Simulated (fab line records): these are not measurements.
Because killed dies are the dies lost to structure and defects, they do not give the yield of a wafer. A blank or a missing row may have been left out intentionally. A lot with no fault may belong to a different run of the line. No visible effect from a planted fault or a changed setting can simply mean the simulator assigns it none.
Matching of chambers || flow nandHarc || NHARC_THIN_TSV_ETCHBACK_48 on rieDiel-04 has 4 sister chambers
The step etches the open film in C4F8/Ar, target depth 1028.5 nm, time 405.17 s. 4 wafers are shown with their chamber, then 7 later ones without.

## WAFERS WITH THEIR CHAMBER
{"wafer": "L133.3", "chamber": 0, "rfVppV (V)": 547}
{"wafer": "L139.3", "chamber": 3, "rfVppV (V)": 542}
{"wafer": "L148.1", "chamber": 1, "rfVppV (V)": 544}
{"wafer": "L148.2", "chamber": 2, "rfVppV (V)": 553}

## WAFERS WHOSE CHAMBER IS MISSING
{"wafer": "L148.6", "rfVppV (V)": 543}
{"wafer": "L154.2", "rfVppV (V)": 542}
{"wafer": "L154.3", "rfVppV (V)": 544}
{"wafer": "L154.4", "rfVppV (V)": 551}
{"wafer": "L155.2", "rfVppV (V)": 541}
{"wafer": "L155.3", "rfVppV (V)": 544}
{"wafer": "L155.6", "rfVppV (V)": 542}

## THE CHAMBER EACH PASSED THROUGH
{"wafer": "L148.6", "from the rows above": "can't be placed: 1 or 3", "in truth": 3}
{"wafer": "L154.2", "from the rows above": 3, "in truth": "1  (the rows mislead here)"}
{"wafer": "L154.3", "from the rows above": 1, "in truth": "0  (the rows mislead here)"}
{"wafer": "L154.4", "from the rows above": 2, "in truth": 2}
{"wafer": "L155.2", "from the rows above": 3, "in truth": 3}
{"wafer": "L155.3", "from the rows above": 1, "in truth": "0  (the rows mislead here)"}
{"wafer": "L155.6", "from the rows above": 3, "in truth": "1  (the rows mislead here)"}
Correctly placed: 2 of 7. Unplaceable from these rows: 1, with the true chamber sitting among the candidates in 1. Placed wrongly: 4.
How it was worked out, from the rows above alone: a wafer's distance from a chamber is the root of the sum, over the readings, of the square of ((its reading less the chamber's mean) divided by the reading's scatter). If the next closest chamber is less than 2 further off than the closest, the wafer can't be placed; otherwise it belongs to the closest. For every chamber, the mean is computed from those of its wafers that are shown. The scatter: with one shown wafer a chamber, the root of the mean of the squares of how far each hidden wafer lies from its nearest shown one.
